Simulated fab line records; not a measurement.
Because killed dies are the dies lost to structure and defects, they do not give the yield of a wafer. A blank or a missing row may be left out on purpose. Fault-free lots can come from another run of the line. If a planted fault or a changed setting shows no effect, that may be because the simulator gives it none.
Chamber matching | flow n5_finfet | cvd_co-01 running N5_BEOL_M4_CO_CAP_55: 3 sister chambers
The step material Co, precursor CCTBA/H2, target thk 2 nm, time 102.1 s. 16 wafers are shown with their chamber, then 8 later ones without.

## WAFERS WITH THEIR CHAMBER
wafer  | chamber | heater_power_w (W)
L075.1 | 2       | 234
L075.3 | 1       | 259
L075.6 | 1       | 253
L079.2 | 1       | 262
L079.3 | 0       | 213
L079.4 | 0       | 212
L078.2 | 0       | 215
L078.4 | 1       | 253
L078.6 | 0       | 214
L082.2 | 0       | 209
L082.5 | 1       | 254
L082.6 | 2       | 238
L089.2 | 1       | 248
L089.4 | 2       | 234
L089.6 | 1       | 257
L093.1 | 1       | 260

SIGNATURES (means of the wafers above)
reading        | chamber 0 | chamber 1 | chamber 2 | scatter within a chamber
heater_power_w | 212.60    | 255.75    | 235.33    | 3.71
Rule: for each reading, subtract the chamber's mean from the wafer's reading, divide by that reading's scatter and square the result; add these up over the readings and take the root, which gives the wafer's distance from the chamber. If the next closest chamber is less than 2 further off than the closest, the wafer can't be placed; otherwise it belongs to the closest. The scatter is the square root of a quotient: the sum, over the shown wafers, of each reading's squared deviation from its chamber's mean, divided by wafers minus chambers.

## WAFERS MISSING THEIR CHAMBER
wafer  | heater_power_w (W)
L093.5 | 255
L093.6 | 238
L094.2 | 239
L094.3 | 256
L094.4 | 237
L096.2 | 238
L096.3 | 210
L096.4 | 258

## CHAMBER TAKEN BY EACH
wafer  | from the rows above | in truth
L093.5 | 1                   | 1
L093.6 | 2                   | 2
L094.2 | 2                   | 2
L094.3 | 1                   | 1
L094.4 | 2                   | 2
L096.2 | 2                   | 2
L096.3 | 0                   | 0
L096.4 | 1                   | 1
8 of 8 placed correctly. From these rows, 0 cannot be placed. 0 placed wrongly.
